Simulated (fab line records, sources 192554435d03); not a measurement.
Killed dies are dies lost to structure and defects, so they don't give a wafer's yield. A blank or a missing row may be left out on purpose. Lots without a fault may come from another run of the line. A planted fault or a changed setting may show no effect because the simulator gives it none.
Chamber matching ; flow n5 finfet ; N5_FIN_SAQP_MANDREL_ETCH_58 on rie si-05: 4 sister chambers
The step etches a-Si in HBr/Cl2, stops on SiNx, target depth 45 nm, bt time 10 s, time 27 s. 4 wafers are shown with their chamber, then 12 later ones without.

== WAFERS WITH THEIR CHAMBER ==
wafer;chamber;drypump motor current A (A)
L087.6;0;6.1
L091.1;3;5.9
L091.2;2;5.2
L091.3;1;6.7

== WAFERS WHOSE CHAMBER IS MISSING ==
wafer;drypump motor current A (A)
L091.4;6.0
L091.5;5.9
L091.6;6.0
L093.3;5.9
L093.5;5.2
L093.6;5.9
L095.1;6.7
L095.2;5.2
L095.4;5.9
L096.4;5.9
L096.5;5.2
L096.6;5.9

== CHAMBER TAKEN BY EACH ==
wafer;from the rows above;in truth
L091.4;can't be placed: 0 or 3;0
L091.5;3;3
L091.6;can't be placed: 0 or 3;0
L093.3;3;3
L093.5;2;2
L093.6;3;3
L095.1;1;1
L095.2;2;2
L095.4;3;3
L096.4;3;3
L096.5;2;2
L096.6;3;3
Placed correctly: 10 of 12. Not placeable from these rows: 2 (in 2, the candidates include the true chamber). Wrongly placed: 0.
How it was worked out, from the rows above alone: a wafer's distance from a chamber is the root of the sum, over the readings, of the square of ((its reading less the chamber's mean) divided by the reading's scatter). The wafer belongs to the nearest chamber; if the next one is less than 2 further off, it can't be placed. For every chamber, the mean is computed from those of its wafers that are shown. The scatter: root of mean squared gap, hidden wafer to nearest shown wafer, with one shown wafer a chamber.
